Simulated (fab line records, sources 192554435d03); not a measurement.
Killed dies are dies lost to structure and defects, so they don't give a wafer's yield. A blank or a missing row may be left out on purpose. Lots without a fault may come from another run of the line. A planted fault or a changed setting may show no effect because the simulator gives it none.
fab line records | flow n5_finfet
record lots=11 wafers=31 last_day=18
route steps=1938 shown BEOL_M7@1305 PASSIVATION@1936
lots that met no fault: from a run of the same line without faults
start_h: hours from the record's first day to the start of the lot's first wafer shown | wait_h: hours since the lot's step before | " the same as in the row above | L1.1+2: a row that stands for several wafers | - no value, or no start given | * or withheld: withheld | < > ~ a bound
route shown NAME@n: a module of which the file shows steps, and the number in the route of the first | usual: mean/standard deviation of fault-free wafers | same: alike in all rows | chamber/n: place in a boat | sites: the reading at each site | _std_site: their standard deviation | _edge_site: outer sites' mean less inner sites' | radius_mm: how far each site lies from the wafer's centre | mask NAME#n: copy n | behind: the tool/chamber that last shaped the wafer | hold: why the lot was held/for how many hours/how that ended | device: the transistor (n, p or np) that didn't switch | end of line: the same wafers' tests at the end of the route | a step without rows: its recipe alone | killed: dies lost to structure and defects at the first sort, not the wafer's yield | map: a wafer's dies, x killed, . not, _ none there
set.NAME: the setting as run; set.NAME@STEP: as run at that earlier step | model.NAME: the simulator's own value behind a step, which no gauge read
steps of the route over a sample of lots; a table a step, a row a wafer
services: from which hour (start_h, from the record's first day; less than 0 if before it) a tool's chamber was out of use, for how many hours, and why
## steps
# step N5_BEOL_M7_VIA_ETCH_34
# recipe chemistry=C4F6/O2 target=SiCOH_lowk target_depth_a=1255 mask_material=SOC taper_deg=4 time_s=50.5 ion_energy_ev=250 pressure_mtorr=30 source_w=345 bias_w=185 Ar_flow_sccm=300 C4F6_flow_sccm=10 O2_flow_sccm=10
# usual C4F6_flow_sccm=10.000/0.029 bias_w=185.0/0.58 drypump_motor_current_A=5.7/0.33 oes_o_777_au=0.79/0.08 oes_product_au=0.80/0.077 rf_vpp_V=662/13 showerhead_plenum_p_Torr=2.89/0.073 throttle_valve_pct=20.94/0.25
# columns lot.wafer tool chamber start_h wait_h C4F6_flow_sccm bias_w drypump_motor_current_A oes_o_777_au oes_product_au rf_hours_counter_h rf_vpp_V showerhead_plenum_p_Torr throttle_valve_pct
L691.3 rie_diel-03 0 203.45 0.0 10.000 186.0 5.1 0.95 0.92 21 640 2.90 20.68
L691.4 " 2 " " 9.964 184.2 5.4 0.79 0.78 116 660 2.85 20.89
L691.6 " 3 " " 10.028 185.1 5.8 0.86 0.89 - 675 2.91 20.97
L692.1 rie_diel-05 1 217.75 0.0 9.920 186.3 5.7 0.83 0.86 59 659 2.90 20.88
L692.4 " 3 " " 9.978 183.9 6.1 0.82 0.83 77 677 2.99 20.86
L692.6 " 2 " " 9.979 184.8 6.3 0.77 0.76 - 647 2.94 21.16
L695.3 rie_diel-03 1 237.29 0.0 10.014 185.2 5.9 0.70 0.70 211 667 2.95 21.37
L695.5 " 1 " " 9.995 185.8 5.9 0.70 0.70 - 667 2.95 21.38
L698.1 rie_diel-03 3 247.28 0.0 10.036 186.1 5.8 0.84 0.87 42 673 2.91 20.98
L698.2 " 0 " " 9.938 184.7 5.2 0.93 0.90 34 639 2.90 20.69
L698.4 " 1 " " 10.042 184.4 5.9 0.69 0.70 214 667 2.94 21.39
L696.2 rie_diel-03 3 247.68 0.0 10.013 184.5 5.8 0.85 0.87 42 675 2.91 20.98
L696.4 " 0 " " 9.970 185.0 5.2 0.92 0.90 34 639 2.90 20.70
L696.6 " 3 " " 9.949 184.5 5.8 0.85 0.87 - 674 2.91 20.97
L699.1 rie_diel-03 1 257.02 0.0 9.980 184.6 6.0 0.69 0.71 218 668 2.94 21.39
L699.2 " 2 " " 10.018 184.9 5.5 0.77 0.77 132 660 2.85 20.90
L699.3 " 0 " " 9.973 185.2 5.2 0.91 0.89 37 639 2.90 20.70
L700.2 rie_diel-04 0 266.18 0.0 9.976 184.8 5.9 0.72 0.72 191 667 2.95 20.94
L700.3 " 1 " " 10.001 184.8 5.7 0.90 0.91 14 664 2.79 20.42
L700.6 " 3 " " 9.988 185.8 5.5 0.74 0.72 - 662 2.61 20.82
L708.1 rie_diel-03 0 315.97 0.0 9.973 185.0 5.2 0.89 0.88 51 639 2.89 20.73
L708.5 " 3 " " 9.951 184.1 5.8 0.81 0.85 - 672 2.90 21.01
L708.6 " 2 " " 9.983 184.9 5.4 0.76 0.76 - 659 2.84 20.94
L707.2 rie_diel-03 3 319.30 0.0 9.983 184.9 5.8 0.82 0.84 61 673 2.90 20.99
L707.4 " 1 " " 9.985 184.6 5.9 0.67 0.69 233 667 2.94 21.43
L707.6 " 1 " " 9.970 184.5 5.9 0.69 0.68 - 665 2.94 21.43
L711.3 rie_diel-03 2 331.96 0.0 9.993 184.9 5.5 0.76 0.75 151 659 2.84 20.97
L711.6 " 1 " " 9.984 184.5 5.9 0.68 0.69 - 669 2.93 21.42
L709.1 rie_diel-03 2 343.77 0.0 10.011 185.2 5.4 0.76 0.75 155 659 2.84 20.93
L709.5 " 2 " " 10.080 184.8 5.4 0.75 0.75 - 660 2.84 20.94
L709.6 " 3 " " 10.017 184.8 5.8 0.81 0.84 - 673 2.89 21.03
# step N5_BEOL_M7_ETCH_41
# recipe chemistry=CH3F/O2 target=SiCN target_depth_a=319 taper_deg=2 time_s=57.8 ion_energy_ev=120 mask_material=TiN pressure_mtorr=30 source_w=395 bias_w=75 Ar_flow_sccm=150 CH3F_flow_sccm=30 O2_flow_sccm=20
# usual CH3F_flow_sccm=30.00/0.09 bias_w=74.97/0.21 drypump_motor_current_A=5.7/0.33 oes_product_au=0.79/0.077 rf_vpp_V=298.0/1.4 showerhead_plenum_p_Torr=2.03/0.053 throttle_valve_pct=16.35/0.25
# columns lot.wafer tool chamber start_h wait_h CH3F_flow_sccm bias_w drypump_motor_current_A oes_product_au rf_hours_counter_h rf_vpp_V showerhead_plenum_p_Torr throttle_valve_pct
L691.3 rie_diel-03 0 203.57 - 29.86 74.99 5.2 0.92 21 299.2 2.04 16.04
L691.4 " 2 " " 30.01 74.67 5.4 0.78 116 296.3 2.01 16.31
L691.6 " 3 " " 30.00 75.14 5.8 0.90 - 298.0 2.05 16.31
L692.1 rie_diel-05 1 217.87 - 29.96 75.09 5.8 0.86 59 297.3 2.04 16.24
L692.4 " 3 " " 29.87 74.90 6.1 0.83 77 300.2 2.10 16.28
L692.6 " 2 " " 29.88 74.94 6.3 0.75 - 299.8 2.07 16.61
L695.3 rie_diel-03 1 237.41 - 29.93 74.61 5.9 0.70 211 298.0 2.07 16.80
L695.5 " 1 " " 30.12 74.85 5.9 0.71 - 298.7 2.07 16.80
L698.1 rie_diel-03 3 247.40 - 30.01 61.48 5.8 0.83 42 261.2 2.04 16.32
L698.2 " 0 " " 29.98 61.21 5.2 0.85 34 263.3 2.04 16.08
L698.4 " 1 " " 29.92 61.13 5.9 0.68 214 262.9 2.07 16.82
L696.2 rie_diel-03 3 247.80 - 30.14 61.59 5.8 0.84 42 262.9 2.04 16.31
L696.4 " 0 " " 29.85 61.77 5.2 0.86 34 263.7 2.04 16.06
L696.6 " 3 " " 30.04 61.63 5.8 0.84 - 261.3 2.04 16.32
L699.1 rie_diel-03 1 257.15 - 29.99 61.52 5.9 0.67 218 263.5 2.07 16.80
L699.2 " 2 " " 29.88 61.32 5.4 0.74 132 261.6 2.00 16.33
L699.3 " 0 " " 29.88 61.79 5.2 0.85 37 264.7 2.04 16.09
L700.2 rie_diel-04 0 266.30 - 30.10 75.13 5.9 0.72 191 298.6 2.07 16.39
L700.3 " 1 " " 29.99 74.99 5.7 0.92 14 297.7 1.96 15.83
L700.6 " 3 " " 29.72 74.96 5.5 0.72 - 294.8 1.83 16.29
L708.1 rie_diel-03 0 316.09 - 30.03 74.52 5.2 0.87 51 297.5 2.03 16.11
L708.5 " 3 " " 30.13 75.31 5.8 0.85 - 297.2 2.03 16.37
L708.6 " 2 " " 29.95 74.79 5.4 0.75 - 297.2 2.00 16.37
L707.2 rie_diel-03 3 319.42 - 30.06 75.21 5.8 0.85 61 297.7 2.03 16.37
L707.4 " 1 " " 30.07 75.11 5.9 0.69 233 297.1 2.06 16.85
L707.6 " 1 " " 29.96 75.13 5.9 0.70 - 298.0 2.06 16.85
L711.3 rie_diel-03 2 332.08 - 30.00 75.30 5.5 0.75 152 295.6 1.99 16.37
L711.6 " 1 " " 30.01 74.90 5.9 0.69 - 300.7 2.06 16.84
L709.1 rie_diel-03 2 343.90 - 30.08 75.37 5.4 0.74 155 297.6 1.99 16.38
L709.5 " 2 " " 29.93 75.22 5.4 0.75 - 297.3 1.99 16.35
L709.6 " 3 " " 30.02 75.33 5.8 0.84 - 297.9 2.03 16.36
# step N5_BEOL_M7_OCD_MEAS_38
# usual trench_depth_nm=94.0/1.4
# columns lot.wafer tool chamber start_h wait_h trench_depth_nm
L691.3 ocd-01 - 203.70 - 95.8
L691.4 " - " " 93.5
L691.6 " - " " 93.1
L692.1 ocd-01 - 218.00 - 92.1
L692.4 " - " " 92.7
L692.6 " - " " 91.4
L695.3 ocd-01 - 237.55 - 94.9
L695.5 " - " " 95.1
L698.1 ocd-01 - 247.53 - 91.8
L698.2 " - " " 95.2
L698.4 " - " " 95.0
L696.2 ocd-01 - 247.93 - 94.9
L696.4 " - " " 97.1
L696.6 " - " " 93.6
L699.1 ocd-01 - 257.27 - 94.3
L699.2 " - " " 93.6
L699.3 " - " " 95.1
L700.2 ocd-02 - 266.43 - 93.2
L700.3 " - " " 95.3
L700.6 " - " " 92.6
L708.1 ocd-01 - 316.22 - 95.5
L708.5 " - " " 93.5
L708.6 " - " " 95.1
L707.2 ocd-02 - 319.55 - 93.1
L707.4 " - " " 94.4
L707.6 " - " " 94.6
L711.3 ocd-02 - 332.22 - 93.8
L711.6 " - " " 93.5
L709.1 ocd-02 - 344.03 - 93.5
L709.5 " - " " 94.4
L709.6 " - " " 93.3
# step N5_BEOL_M7_DEGAS_44
# recipe ambient=vacuum temp_c=250 time_s=60
# usual heater_power_w=342/34
# columns lot.wafer tool chamber start_h wait_h heater_power_w
L691.3 pvd_sputter-01 - 204.44 0.4 306
L691.4 " - " " 368
L691.6 " - " " 353
L692.1 pvd_sputter-02 - 218.54 0.3 409
L692.4 " - " " 355
L692.6 " - " " 292
L695.3 pvd_sputter-01 - 238.19 0.2 344
L695.5 " - " " 308
L698.1 pvd_sputter-01 - 249.29 1.5 358
L698.2 " - " " 314
L698.4 " - " " 342
L696.2 pvd_sputter-02 - 249.41 1.0 283
L696.4 " - " " 364
L696.6 " - " " 366
L699.1 pvd_sputter-02 - 258.06 0.3 403
L699.2 " - " " 357
L699.3 " - " " 356
L700.2 pvd_sputter-01 - 266.94 0.2 314
L700.3 " - " " 348
L700.6 " - " " 348
L708.1 pvd_sputter-02 - 317.13 0.6 359
L708.5 " - " " 401
L708.6 " - " " 366
L707.2 pvd_sputter-03 - 321.15 0.9 341
L707.4 " - " " 354
L707.6 " - " " 315
L711.3 pvd_sputter-03 - 333.09 0.4 355
L711.6 " - " " 353
L709.1 pvd_sputter-02 - 345.37 0.9 297
L709.5 " - " " 364
L709.6 " - " " 408
# step N5_PASSIVATION_PROBE_49
# usual defect_limited_yield=91.4/1.5 killed_at_M0_to_M3=33/9.8 killed_at_M4_up=14/5.5 killed_at_contacts=12/6.5 killed_at_front_end=38/11 killed_at_other=3/3.1 killed_dies=101/17 killed_on_rim=14/4.4 killed_open=66/13 killed_short=32/7.5 sort_bin_5_function=5.0/1 sort_bin_6_memory=3.2/0.69 sort_bin_8_speed=0.00/0.0072 sort_n_pass=1079/17 sort_yield_pct=91.4/1.5
# same gross_dies=1180 killed_at_back_side=0 sort_bin_4_leakage[%]=0
# columns lot.wafer tool chamber start_h wait_h defect_limited_yield[%] killed_at_M0_to_M3 killed_at_M4_up killed_at_contacts killed_at_front_end killed_at_other killed_dies killed_on_rim killed_open killed_short sort_bin_5_function[%] sort_bin_6_memory[%] sort_bin_8_speed[%] sort_n_pass sort_yield_pct[%]
L691.3 prober-01 - 280.01 0.1 90.7 49 9 11 35 6 110 12 73 33 4.7 4.1 0 1070 90.7
L691.4 prober-01 - 280.06 0.2 92.7 27 9 9 41 0 86 10 58 25 4.2 2.6 0 1094 92.7
L691.6 prober-01 - 280.16 0.3 92.8 26 5 14 39 1 85 9 53 32 3.6 3.1 0 1095 92.8
L692.1 prober-02 - 289.85 0.0 91.0 22 28 15 41 0 106 14 76 27 5.8 3.1 0 1074 91.0
L692.4 prober-02 - 290.00 0.2 90.6 28 17 4 60 2 111 18 74 35 5.1 4.0 0 1069 90.6
L692.6 prober-02 - 290.10 0.3 90.3 40 13 8 53 0 114 17 79 34 6.4 2.9 0 1066 90.3
L695.3 prober-02 - 315.16 0.1 89.9 36 12 18 47 6 119 9 82 33 6.6 3.0 0 1061 89.9
L695.5 prober-02 - 315.26 0.2 88.7 47 9 9 55 13 133 22 91 42 6.5 4.0 0 1047 88.7
L698.1 prober-01 - 333.66 0.0 93.4 26 13 4 33 2 78 6 51 26 4.2 2.2 0 1102 93.4
L698.2 prober-01 - 333.71 0.1 94.2 22 13 5 21 7 68 13 42 22 3.1 2.7 0 1112 94.2
L698.4 prober-01 - 333.81 0.2 93.6 23 15 15 19 3 75 11 49 21 3.3 2.5 0 1105 93.6
L696.2 prober-02 - 334.03 0.1 92.1 22 21 29 18 3 93 10 68 21 4.3 3.4 0 1087 92.1
L696.4 prober-02 - 334.13 0.2 92.8 24 23 19 17 2 85 12 58 24 4.1 3.0 0 1095 92.8
L696.6 prober-02 - 334.23 0.3 90.3 27 31 12 41 3 114 24 68 29 5.3 2.9 0 1066 90.3
L699.1 prober-01 - 338.82 0.0 92.1 21 16 5 50 1 93 14 63 28 5.3 2.5 0 1087 92.1
L699.2 prober-01 - 338.87 0.1 91.2 35 18 14 36 1 104 12 77 26 4.9 3.5 0 1076 91.2
L699.3 prober-01 - 338.92 0.1 90.8 31 18 19 39 1 108 18 72 34 5.1 3.8 0 1072 90.8
L700.2 prober-01 - 347.49 0.1 89.9 44 15 28 32 0 119 18 80 39 6.0 3.6 0 1061 89.9
L700.3 prober-01 - 347.54 0.1 91.7 32 15 9 40 2 98 6 60 37 4.2 3.8 0.08 1082 91.7
L700.6 prober-01 - 347.69 0.3 92.5 26 11 20 29 2 88 15 55 30 4.9 2.2 0 1092 92.5
L707.2 prober-01 - 395.02 0.1 91.4 35 13 9 37 7 101 6 64 36 4.7 3.4 0 1079 91.4
L707.4 prober-01 - 395.12 0.2 88.9 46 11 3 62 9 131 15 89 41 6.9 3.8 0 1049 88.9
L707.6 prober-01 - 395.22 0.3 89.9 41 15 13 44 6 119 16 73 43 5.4 4.2 0 1061 89.9
L708.1 prober-01 - 397.13 1.3 93.3 35 8 7 27 2 79 7 51 26 4.2 2.2 0 1101 93.3
L708.5 prober-01 - 397.33 1.5 92.5 30 9 5 39 5 88 14 56 30 4.2 3.1 0 1092 92.5
L708.6 prober-01 - 397.38 1.6 91.7 40 12 6 33 7 98 13 56 40 4.7 3.5 0 1082 91.7
L711.3 prober-01 - 405.89 0.1 92.2 26 10 14 37 5 92 16 58 31 4.8 2.6 0 1088 92.2
L711.6 prober-01 - 406.04 0.3 92.7 25 13 13 35 0 86 11 51 34 3.4 3.6 0 1094 92.7
L709.1 prober-01 - 421.86 0.0 89.3 39 21 28 34 4 126 11 76 45 6.5 3.8 0 1054 89.3
L709.5 prober-01 - 422.06 0.2 90.9 22 23 27 29 6 107 13 70 32 5.8 3.0 0 1073 90.9
L709.6 prober-01 - 422.11 0.3 93.1 30 9 13 30 0 82 12 54 28 4.4 2.5 0 1098 93.1
# killed by level:class
L691.3 BEOL_M0_SAQP:geometric_particle:open=14 MOL_CONTACT_COAG:geometric_particle:open=9 BEOL_M1:geometric_particle:open=9 STI_FIN_REVEAL:geometric_particle:open=8 BEOL_M3:geometric_particle:open=8 FIN_SAQP:geometric_particle:short=7 GATE_CUT:geometric_particle:short=5 BEOL_M0_SAQP:geometric_particle:short=5
L691.4 STI_FIN_REVEAL:geometric_particle:open=9 FIN_SAQP:geometric_particle:short=8 FIN_SAQP:geometric_particle:open=7 MOL_CONTACT_COAG:geometric_particle:open=6 BEOL_M3:geometric_particle:open=5 BEOL_M0:geometric_particle:open=4 BEOL_M2:geometric_particle:open=4 STARTING-WAFER:geometric_particle:open=4
L691.6 MOL_CONTACT_COAG:geometric_particle:open=11 STI_FIN_REVEAL:geometric_particle:open=6 BEOL_M1:geometric_particle:open=6 BEOL_M0_SAQP:geometric_particle:short=5 FIN_SAQP:geometric_particle:short=4 FIN_SAQP:geometric_particle:open=4 GATE_CUT:geometric_particle:short=4 ILD0:geometric_particle:short=4
L692.1 MOL_CONTACT_COAG:geometric_particle:open=12 FIN_SAQP:geometric_particle:open=11 BEOL_M4:geometric_particle:open=8 BEOL_M5:geometric_particle:open=8 FIN_SAQP:geometric_particle:short=6 DUMMY_GATE:geometric_particle:open=5 BEOL_M1:geometric_particle:open=5 STI_FIN_REVEAL:geometric_particle:open=4
L692.4 FIN_SAQP:geometric_particle:open=19 FIN_SAQP:geometric_particle:short=16 BEOL_M3:geometric_particle:open=13 BEOL_M4:geometric_particle:open=10 STI_FIN_REVEAL:geometric_particle:open=5 BEOL_M3:geometric_particle:short=4 BEOL_M6:geometric_particle:open=3 STI_FIN_REVEAL:geometric_particle:short=3
L692.6 FIN_SAQP:geometric_particle:open=16 FIN_SAQP:geometric_particle:short=11 BEOL_M1:geometric_particle:open=11 STI_FIN_REVEAL:geometric_particle:open=10 BEOL_M0_SAQP:geometric_particle:open=10 BEOL_M0_SAQP:geometric_particle:short=8 BEOL_M4:geometric_particle:open=6 MOL_CONTACT_COAG:geometric_particle:open=5
L695.3 FIN_SAQP:geometric_particle:open=16 MOL_CONTACT_COAG:geometric_particle:open=15 BEOL_M0_SAQP:geometric_particle:short=10 BEOL_M2:geometric_particle:open=9 BEOL_M7:geometric_particle:open=7 STI_FIN_REVEAL:geometric_particle:open=6 DUMMY_GATE:geometric_particle:open=5 BEOL_M0_SAQP:geometric_particle:open=5
L695.5 FIN_SAQP:geometric_particle:open=23 BEOL_M0_SAQP:geometric_particle:open=16 FIN_SAQP:geometric_particle:short=10 PASS1_DEP:geometric_particle:open=9 BEOL_M0_SAQP:geometric_particle:short=9 STI_FIN_REVEAL:geometric_particle:open=8 BEOL_M2:geometric_particle:open=7 MOL_CONTACT_COAG:geometric_particle:open=7
L698.1 BEOL_M1:geometric_particle:open=7 GATE_CUT:geometric_particle:short=6 BEOL_M0_SAQP:geometric_particle:short=6 FIN_SAQP:geometric_particle:short=5 FIN_SAQP:geometric_particle:open=5 DUMMY_GATE:geometric_particle:open=5 MOL_CONTACT_COAG:geometric_particle:open=4 BEOL_M2:geometric_particle:open=4
L698.2 BEOL_M0_SAQP:geometric_particle:open=6 BEOL_M5:geometric_particle:open=6 FIN_SAQP:geometric_particle:open=5 BEOL_M0_SAQP:geometric_particle:short=5 ILD0:geometric_particle:open=4 BEOL_M1:geometric_particle:open=3 STARTING-WAFER:geometric_particle:short=3 DUMMY_GATE:geometric_particle:open=2
L698.4 MOL_CONTACT_COAG:geometric_particle:open=11 BEOL_M2:geometric_particle:open=6 BEOL_M1:geometric_particle:open=5 DUMMY_GATE:geometric_particle:open=4 MOL_CONTACT_COAG:geometric_particle:short=4 BEOL_M0_SAQP:geometric_particle:open=4 BEOL_M5:geometric_particle:open=4 FIN_SAQP:geometric_particle:open=3
L696.2 MOL_CONTACT_COAG:geometric_particle:open=27 BEOL_M4:geometric_particle:open=12 BEOL_M2:geometric_particle:open=6 STI_FIN_REVEAL:geometric_particle:open=5 BEOL_M0_SAQP:geometric_particle:open=5 FIN_SAQP:geometric_particle:short=3 BEOL_M0_SAQP:geometric_particle:short=3 BEOL_M1:geometric_particle:open=3
L696.4 BEOL_M4:geometric_particle:open=16 MOL_CONTACT_COAG:geometric_particle:open=12 MOL_CONTACT_COAG:geometric_particle:short=6 BEOL_M1:geometric_particle:open=6 BEOL_M2:geometric_particle:open=6 FIN_SAQP:geometric_particle:short=4 FIN_SAQP:geometric_particle:open=4 STI_FIN_REVEAL:geometric_particle:open=4
L696.6 HKMG_FIN:area_etch=14 BEOL_M4:geometric_particle:open=13 MOL_CONTACT_COAG:geometric_particle:open=8 BEOL_M4:geometric_particle:short=7 FIN_SAQP:geometric_particle:open=6 BEOL_M0_SAQP:geometric_particle:short=5 BEOL_M0:geometric_particle:open=5 DUMMY_GATE:geometric_particle:open=4
L699.1 STI_FIN_REVEAL:geometric_particle:open=14 FIN_SAQP:geometric_particle:short=10 BEOL_M4:geometric_particle:open=9 FIN_SAQP:geometric_particle:open=8 BEOL_M1:geometric_particle:open=7 BEOL_M1:geometric_particle:short=6 ILD0:geometric_particle:short=5 MOL_CONTACT_COAG:geometric_particle:open=5
L699.2 BEOL_M3:geometric_particle:open=12 BEOL_M2:geometric_particle:open=11 FIN_SAQP:geometric_particle:open=10 MOL_CONTACT_COAG:geometric_particle:open=9 BEOL_M4:geometric_particle:open=9 FIN_SAQP:geometric_particle:short=5 STI_FIN_REVEAL:geometric_particle:open=5 MOL_CONTACT_COAG:geometric_particle:short=5
L699.3 MOL_CONTACT_COAG:geometric_particle:open=17 STI_FIN_REVEAL:geometric_particle:open=12 BEOL_M4:geometric_particle:open=10 BEOL_M0_SAQP:geometric_particle:short=7 BEOL_M1:geometric_particle:open=7 ILD0:geometric_particle:short=6 BEOL_M2:geometric_particle:open=6 BEOL_M0_SAQP:geometric_particle:open=5
L700.2 MOL_CONTACT_COAG:geometric_particle:open=19 BEOL_M0_SAQP:geometric_particle:short=15 STI_FIN_REVEAL:geometric_particle:open=10 BEOL_M0_SAQP:geometric_particle:open=10 MOL_CONTACT_COAG:geometric_particle:short=9 FIN_SAQP:geometric_particle:short=6 BEOL_M4:geometric_particle:open=6 BEOL_M1:geometric_particle:open=6
L700.3 STI_FIN_REVEAL:geometric_particle:open=16 BEOL_M0_SAQP:geometric_particle:short=9 BEOL_M4:geometric_particle:open=8 BEOL_M2:geometric_particle:open=8 FIN_SAQP:geometric_particle:open=6 MOL_CONTACT_COAG:geometric_particle:open=5 STI_FIN_REVEAL:geometric_particle:short=4 GATE_CUT:geometric_particle:short=4
L700.6 MOL_CONTACT_COAG:geometric_particle:open=14 GATE_CUT:geometric_particle:short=9 STI_FIN_REVEAL:geometric_particle:open=8 BEOL_M8:geometric_particle:open=7 MOL_CONTACT_COAG:geometric_particle:short=6 BEOL_M0_SAQP:geometric_particle:short=6 BEOL_M0_SAQP:geometric_particle:open=6 BEOL_M0:geometric_particle:open=4
L707.2 FIN_SAQP:geometric_particle:open=12 FIN_SAQP:geometric_particle:short=11 BEOL_M3:geometric_particle:open=10 BEOL_M0_SAQP:geometric_particle:short=7 BEOL_M2:geometric_particle:open=7 MOL_CONTACT_COAG:geometric_particle:open=6 STI_FIN_REVEAL:geometric_particle:open=5 BEOL_M0_SAQP:geometric_particle:open=4
L707.4 FIN_SAQP:geometric_particle:open=30 BEOL_M0_SAQP:geometric_particle:open=11 BEOL_M0_SAQP:geometric_particle:short=11 BEOL_M3:geometric_particle:open=10 FIN_SAQP:geometric_particle:short=7 GATE_CUT:geometric_particle:short=7 MIM_TOP_ETCH:geometric_particle:short=6 BEOL_M2:geometric_particle:open=6
L707.6 BEOL_M0_SAQP:geometric_particle:short=13 FIN_SAQP:geometric_particle:open=10 BEOL_M2:geometric_particle:open=9 MOL_CONTACT_COAG:geometric_particle:open=8 BEOL_M0_SAQP:geometric_particle:open=8 FIN_SAQP:geometric_particle:short=7 STI_FIN_REVEAL:geometric_particle:open=5 MOL_CONTACT_COAG:geometric_particle:short=5
L708.1 BEOL_M0_SAQP:geometric_particle:open=9 BEOL_M0_SAQP:geometric_particle:short=9 STI_FIN_REVEAL:geometric_particle:open=6 BEOL_M2:geometric_particle:open=6 FIN_SAQP:geometric_particle:open=5 GATE_CUT:geometric_particle:short=4 MOL_CONTACT_COAG:geometric_particle:short=4 BEOL_M5:geometric_particle:open=4
L708.5 STI_FIN_REVEAL:geometric_particle:open=12 BEOL_M0_SAQP:geometric_particle:short=8 BEOL_M0_SAQP:geometric_particle:open=8 FIN_SAQP:geometric_particle:short=7 FIN_SAQP:geometric_particle:open=4 BEOL_M2:geometric_particle:open=4 MOL_CONTACT_COAG:geometric_particle:open=4 GATE_CUT:geometric_particle:short=3
L708.6 BEOL_M3:geometric_particle:open=12 FIN_SAQP:geometric_particle:short=10 BEOL_M2:geometric_particle:open=7 STI_FIN_REVEAL:geometric_particle:open=6 BEOL_M0_SAQP:geometric_particle:short=6 BEOL_M1:geometric_particle:open=6 PAD_METAL:geometric_particle:short=5 ILD0:geometric_particle:short=3
L711.3 MOL_CONTACT_COAG:geometric_particle:open=11 FIN_SAQP:geometric_particle:short=10 BEOL_M0_SAQP:geometric_particle:open=8 FIN_SAQP:geometric_particle:open=6 BEOL_M1:geometric_particle:open=6 STI_FIN_REVEAL:geometric_particle:open=5 GATE_CUT:geometric_particle:short=5 BEOL_M8:geometric_particle:open=4
L711.6 FIN_SAQP:geometric_particle:short=10 MOL_CONTACT_COAG:geometric_particle:open=10 STI_FIN_REVEAL:geometric_particle:open=7 BEOL_M0_SAQP:geometric_particle:short=7 BEOL_M0_SAQP:geometric_particle:open=6 BEOL_M4:geometric_particle:open=6 BEOL_M2:geometric_particle:short=4 STARTING-WAFER:geometric_particle:short=4
L709.1 MOL_CONTACT_COAG:geometric_particle:open=19 BEOL_M0_SAQP:geometric_particle:short=12 MOL_CONTACT_COAG:geometric_particle:short=9 BEOL_M4:geometric_particle:open=8 STI_FIN_REVEAL:geometric_particle:open=7 FIN_SAQP:geometric_particle:short=6 FIN_SAQP:geometric_particle:open=6 BEOL_M2:geometric_particle:open=6
L709.5 MOL_CONTACT_COAG:geometric_particle:open=22 FIN_SAQP:geometric_particle:open=6 BEOL_M4:geometric_particle:open=6 GATE_CUT:geometric_particle:short=5 MOL_CONTACT_COAG:geometric_particle:short=5 BEOL_M0_SAQP:geometric_particle:short=5 BEOL_M5:geometric_particle:open=4 BEOL_M2:geometric_particle:open=4
L709.6 MOL_CONTACT_COAG:geometric_particle:open=11 BEOL_M0_SAQP:geometric_particle:short=11 FIN_SAQP:geometric_particle:open=10 BEOL_M0_SAQP:geometric_particle:open=7 FIN_SAQP:geometric_particle:short=4 BEOL_M4:geometric_particle:open=4 BEOL_M1:geometric_particle:open=4 STI_FIN_REVEAL:geometric_particle:open=3
## services
# columns tool chamber start_h hours kind
rie_diel-04 1 187.05 - clean
rie_diel-04 1 187.05 - consumable_replace:focus_ring
rie_diel-04 1 187.05 25.7 scheduled_down
rie_diel-04 1 187.05 25.7 vent_cycle
rie_diel-04 - 193.45 0.5 repair
rie_diel-05 2 195.74 11.3 repair
rie_diel-04 2 272.67 4.3 repair
pvd_sputter-03 - 276.23 36.1 repair
rie_diel-05 0 282.06 8.2 repair
rie_diel-05 1 297.76 7.1 repair
rie_diel-03 3 329.38 6.4 repair
## key
first_sign step=N5_BEOL_M7_ETCH_41 reading=bias_w direction=down sigmas=63 usual=* struck=*
effect step=N5_BEOL_M7_ETCH_41 reading=rf_vpp_V direction=down sigmas=25 usual=298.0 struck=262.8
met_at N5_BEOL_M7_ETCH_41
struck_lots L696,L698,L699
baseline_loss step=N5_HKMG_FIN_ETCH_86 wafers=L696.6
not_acting_at N5_BEOL_M7_VIA_ETCH_34,N5_BEOL_M7_OCD_MEAS_38,N5_BEOL_M7_DEGAS_44
onset_between 237.41 247.40
fault kind=process_parameter_drift tool=rie_diel-03 chamber=- onset_h=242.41 steps=N5_BEOL_M7_ETCH_41 channel=bias_w offset=* shape=step end_h=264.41 acts_in=* stated=*
# baseline_loss: these wafers lose ten dies or more at that step, a loss of the line's own and not of a fault; the sort's usual values leave them out
